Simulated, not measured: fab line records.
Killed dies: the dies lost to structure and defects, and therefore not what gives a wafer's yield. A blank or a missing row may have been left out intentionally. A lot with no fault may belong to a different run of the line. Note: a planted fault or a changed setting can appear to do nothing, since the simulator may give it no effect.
Chamber matching    flow n5 finfet    4 sister chambers for N5_BEOL_M10_DESCUM_33 on rie diel-01
The step chemistry O2, time 7.9 s. 16 wafers are shown with their chamber, then 8 later ones without.

== EACH WAFER AND ITS CHAMBER ==
wafer   chamber  throttle valve pct (%)  showerhead plenum p Torr (Torr)  drypump motor current A (A)
L074.1  2        19.95                   2.09                             5.2
L074.2  3        20.78                   2.10                             5.7
L074.3  0        20.09                   2.21                             6.0
L080.2  2        19.96                   2.08                             5.2
L080.4  1        20.67                   2.21                             5.7
L080.5  2        19.96                   2.08                             5.2
L083.1  1        20.68                   2.21                             5.7
L083.3  3        20.78                   2.10                             5.7
L083.4  0        20.11                   2.21                             6.0
L082.1  1        20.68                   2.21                             5.7
L082.4  2        19.98                   2.08                             5.2
L082.6  0        20.11                   2.21                             6.0
L086.3  0        20.13                   2.20                             6.1
L086.4  3        20.82                   2.09                             5.7
L086.6  0        20.13                   2.20                             6.2
L089.2  1        20.68                   2.21                             5.7

SIGNATURES (means of the wafers above)
reading                   chamber 0  chamber 1  chamber 2  chamber 3  scatter within a chamber
throttle valve pct        20.1140    20.6775    19.9625    20.7933    0.0151
showerhead plenum p Torr  2.2060     2.2100     2.0825     2.0967     0.00467
drypump motor current A   6.060      5.700      5.200      5.700      0.0516
Rule: a wafer lies at a distance from a chamber equal to the root of the sum of squares, over the readings, of (its reading less the chamber's mean, divided by the reading's scatter). If the next closest chamber is less than 2 further off than the closest, the wafer can't be placed; otherwise it belongs to the closest. The scatter: the root of (the sum of the squares of (reading less its chamber's mean) over the shown wafers, divided by (wafers less chambers)).

== WAFERS WITHOUT THEIR CHAMBER ==
wafer   throttle valve pct (%)  showerhead plenum p Torr (Torr)  drypump motor current A (A)
L089.4  20.00                   2.07                             5.2
L089.5  20.70                   2.20                             5.7
L090.1  20.14                   2.20                             6.0
L090.2  20.01                   2.07                             5.2
L090.3  20.83                   2.09                             5.7
L092.1  20.15                   2.19                             6.0
L092.3  20.02                   2.07                             5.1
L092.4  20.71                   2.20                             5.7

== WHICH CHAMBER EACH ONE RAN IN ==
wafer   from the rows above  in truth
L089.4  2                    2
L089.5  1                    1
L090.1  0                    0
L090.2  2                    2
L090.3  3                    3
L092.1  0                    0
L092.3  2                    2
L092.4  1                    1
8 of 8 placed correctly. From these rows, 0 cannot be placed. Wrongly placed: 0.
